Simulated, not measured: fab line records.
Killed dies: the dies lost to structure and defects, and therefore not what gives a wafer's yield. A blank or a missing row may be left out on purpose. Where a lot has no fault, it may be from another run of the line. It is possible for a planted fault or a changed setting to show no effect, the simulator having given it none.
Chamber matching	flow n5_finfet	4 sister chambers for N5_MOL_CONTACT_COAG_STRIP_72 on rie_diel-02
The step strips in N2/H2. 4 wafers are shown with their chamber, then 7 later ones without.

EACH WAFER AND ITS CHAMBER
wafer	chamber	showerhead_plenum_p_Torr (Torr)
L957.3	2	2.62
L966.2	3	2.48
L974.1	0	2.69
L974.2	1	2.44

WAFERS WITH NO CHAMBER GIVEN
wafer	showerhead_plenum_p_Torr (Torr)
L974.3	2.60
L975.1	2.47
L975.4	2.69
L975.5	2.47
L976.2	2.69
L976.4	2.43
L976.5	2.46

EACH ONE'S CHAMBER
wafer	from the rows above	in truth
L974.3	2	2
L975.1	can't be placed: 3 or 1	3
L975.4	0	0
L975.5	can't be placed: 3 or 1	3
L976.2	0	0
L976.4	1	1
L976.5	can't be placed: 1 or 3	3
Placed correctly: 4 of 7. Cannot be placed on the basis of these rows: 3; the candidates contain the true chamber in 3. Placed wrongly: 0.
How it was worked out, from the rows above alone: a wafer's distance from a chamber is the root of the sum, over the readings, of the square of ((its reading less the chamber's mean) divided by the reading's scatter). The wafer belongs to the nearest chamber; if the next one is less than 2 further off, it can't be placed. For every chamber, the mean is computed from those of its wafers that are shown. The scatter: with one shown wafer a chamber, the root of the mean of the squares of how far each hidden wafer lies from its nearest shown one.
